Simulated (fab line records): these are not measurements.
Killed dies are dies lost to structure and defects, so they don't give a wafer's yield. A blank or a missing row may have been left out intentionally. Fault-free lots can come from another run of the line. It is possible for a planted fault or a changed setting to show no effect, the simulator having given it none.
Matching of chambers ; flow nandHarc ; cmp-01 running NHARC_A_CONTACT_CMP_20: 4 sister chambers
The step polishes, t overpolish 30 s, target thk 300 nm. 20 wafers are shown with their chamber, then 10 later ones without.

WAFERS WITH THEIR CHAMBER
wafer;chamber;motorCurrentA (A);timeToEndpointS (s);overpolishRunS (s)
L074.2;2;12.4;60.6;30.000
L074.4;1;12.5;60.4;30.007
L074.5;2;12.2;62.2;29.992
L075.3;3;11.1;58.5;30.007
L075.4;2;11.7;58.6;29.998
L075.6;1;12.7;57.7;29.986
L078.3;0;12.0;61.3;29.997
L078.4;2;11.7;59.7;30.001
L078.5;3;11.4;62.9;29.999
L077.1;3;11.2;60.8;30.018
L077.2;0;11.1;60.4;30.003
L077.4;2;12.1;62.0;30.006
L081.2;1;11.1;58.9;30.001
L081.3;2;12.3;58.4;29.995
L081.6;0;11.3;61.9;30.015
L082.3;1;12.4;58.5;29.995
L082.4;2;11.1;59.0;29.998
L082.6;1;11.6;59.4;30.011
L094.1;3;11.1;60.3;29.999
L094.5;2;12.0;61.5;30.005

SIGNATURES (means of the wafers above)
reading;chamber 0;chamber 1;chamber 2;chamber 3;scatter within a chamber
motorCurrentA;11.467;12.060;11.938;11.200;0.475
timeToEndpointS;61.200;58.980;60.250;60.625;1.41
overpolishRunS;30.00500;30.00000;29.99938;30.00575;0.00774
Rule: a wafer's distance from a chamber is the root of the sum, over the readings, of the square of ((its reading less the chamber's mean) divided by the reading's scatter). The wafer belongs to the nearest chamber; if the next one is less than 2 further off, it can't be placed. The scatter is the square root of a quotient: the sum, over the shown wafers, of each reading's squared deviation from its chamber's mean, divided by wafers minus chambers.

WAFERS MISSING THEIR CHAMBER
wafer;motorCurrentA (A);timeToEndpointS (s);overpolishRunS (s)
L094.6;11.5;61.7;29.998
L093.1;11.8;62.9;30.004
L093.2;11.0;63.3;30.010
L093.6;11.6;59.4;29.993
L096.2;10.4;60.2;29.989
L096.4;11.7;61.4;30.005
L096.6;11.9;57.9;30.003
L097.1;11.5;61.6;30.001
L097.2;11.6;59.5;30.007
L097.4;12.6;57.8;30.004

WHICH CHAMBER EACH WENT THROUGH
wafer;from the rows above;in truth
L094.6;can't be placed: 0 or 2 or 3 or 1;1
L093.1;can't be placed: 0 or 2 or 3 or 1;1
L093.2;can't be placed: 0 or 3 or 2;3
L093.6;can't be placed: 2 or 1 or 0 or 3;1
L096.2;can't be placed: 3 or 0 or 2 or 1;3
L096.4;can't be placed: 0 or 3 or 2 or 1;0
L096.6;can't be placed: 1 or 2 or 3 or 0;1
L097.1;can't be placed: 0 or 3 or 2 or 1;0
L097.2;can't be placed: 3 or 0 or 2 or 1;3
L097.4;can't be placed: 1 or 2 or 0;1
0 of 10 placed correctly. Not placeable from these rows: 10 (in 10, the candidates include the true chamber). 0 placed wrongly.
